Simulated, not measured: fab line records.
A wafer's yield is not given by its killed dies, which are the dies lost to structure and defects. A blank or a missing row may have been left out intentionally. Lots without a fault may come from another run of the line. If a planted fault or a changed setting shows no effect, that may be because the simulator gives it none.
Chamber matching	flow nand_harc	pecvd-03 running NHARC_P_M1_DEP_33: 3 sister chambers
The step deposits SiCN, target thk 30 nm. 6 wafers are shown with their chamber, then 12 later ones without.

## WAFERS WITH THEIR CHAMBER
wafer	chamber	heater_power_w (W)
L087.5	0	634
L089.4	1	531
L089.5	0	590
L090.1	1	456
L090.3	2	462
L090.6	2	478

## WAFERS MISSING THEIR CHAMBER
wafer	heater_power_w (W)
L091.2	632
L091.4	611
L091.6	531
L093.2	537
L093.3	490
L093.4	497
L094.4	515
L094.5	513
L094.6	460
L097.3	453
L097.4	571
L097.6	425

## CHAMBER TAKEN BY EACH
wafer	from the rows above	in truth
L091.2	0	0
L091.4	0	0
L091.6	can't be placed: 1 or 2 or 0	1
L093.2	can't be placed: 1 or 2 or 0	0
L093.3	can't be placed: 1 or 2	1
L093.4	can't be placed: 1 or 2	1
L094.4	can't be placed: 1 or 2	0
L094.5	can't be placed: 1 or 2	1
L094.6	can't be placed: 2 or 1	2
L097.3	can't be placed: 2 or 1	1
L097.4	can't be placed: 0 or 1 or 2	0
L097.6	can't be placed: 2 or 1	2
2 of 12 placed correctly. Not placeable from these rows: 10 (in 9, the candidates include the true chamber). Placed wrongly: 0.
How it was worked out, from the rows above alone: a wafer's distance from a chamber is the root of the sum, over the readings, of the square of ((its reading less the chamber's mean) divided by the reading's scatter). The wafer belongs to the nearest chamber; if the next one is less than 2 further off, it can't be placed. A chamber's mean is the mean of its shown wafers. How the scatter is found: for the shown wafers, subtract from each reading the mean of its chamber, square and add these, divide the total by (wafers less chambers), then take the root.
